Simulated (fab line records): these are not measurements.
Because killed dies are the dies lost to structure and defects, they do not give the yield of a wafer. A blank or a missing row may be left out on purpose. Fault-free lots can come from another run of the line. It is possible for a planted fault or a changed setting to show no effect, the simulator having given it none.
Matching of chambers + flow nand harc + NHARC_A_CHANNEL_FILL_D2_ALD_16 on ald hk-04: 4 sister chambers
The step deposits SiO2, target thk 1.5 nm, pulse time 10 s, ald cycles 15. 8 wafers are shown with their chamber, then 9 later ones without.

## WAFERS PAIRED WITH THEIR CHAMBERS
| wafer  | chamber | heater power w (W) | precursor pulse height rel |
|--------|---------|--------------------|----------------------------|
| L249.1 | 1       | 591                | 0.993                      |
| L249.2 | 0       | 410                | 1.013                      |
| L251.4 | 1       | 603                | 0.989                      |
| L257.5 | 2       | 499                | 1.006                      |
| L257.6 | 3       | 453                | 1.005                      |
| L258.1 | 2       | 497                | 0.987                      |
| L258.2 | 0       | 413                | 1.013                      |
| L258.5 | 3       | 461                | 1.004                      |

## WAFERS WITHOUT THEIR CHAMBER
| wafer  | heater power w (W) | precursor pulse height rel |
|--------|--------------------|----------------------------|
| L260.1 | 409                | 0.991                      |
| L260.2 | 498                | 1.030                      |
| L260.6 | 414                | 0.971                      |
| L261.2 | 463                | 0.991                      |
| L261.3 | 420                | 1.005                      |
| L261.6 | 628                | 1.005                      |
| L262.1 | 451                | 0.985                      |
| L262.3 | 501                | 1.015                      |
| L262.4 | 639                | 1.017                      |

## WHICH CHAMBER EACH WENT THROUGH
| wafer  | from the rows above | in truth |
|--------|---------------------|----------|
| L260.1 | 0                   | 0        |
| L260.2 | 2                   | 2        |
| L260.6 | 0                   | 0        |
| L261.2 | 3                   | 3        |
| L261.3 | 0                   | 0        |
| L261.6 | 1                   | 1        |
| L262.1 | 3                   | 3        |
| L262.3 | 2                   | 2        |
| L262.4 | 1                   | 1        |
Correctly placed: 9 of 9. From these rows, 0 cannot be placed. 0 placed wrongly.
How it was worked out, from the rows above alone: a wafer's distance from a chamber is the root of the sum, over the readings, of the square of ((its reading less the chamber's mean) divided by the reading's scatter). If the next closest chamber is less than 2 further off than the closest, the wafer can't be placed; otherwise it belongs to the closest. A chamber's mean is the mean of its shown wafers. The scatter is the square root of a quotient: the sum, over the shown wafers, of each reading's squared deviation from its chamber's mean, divided by wafers minus chambers.
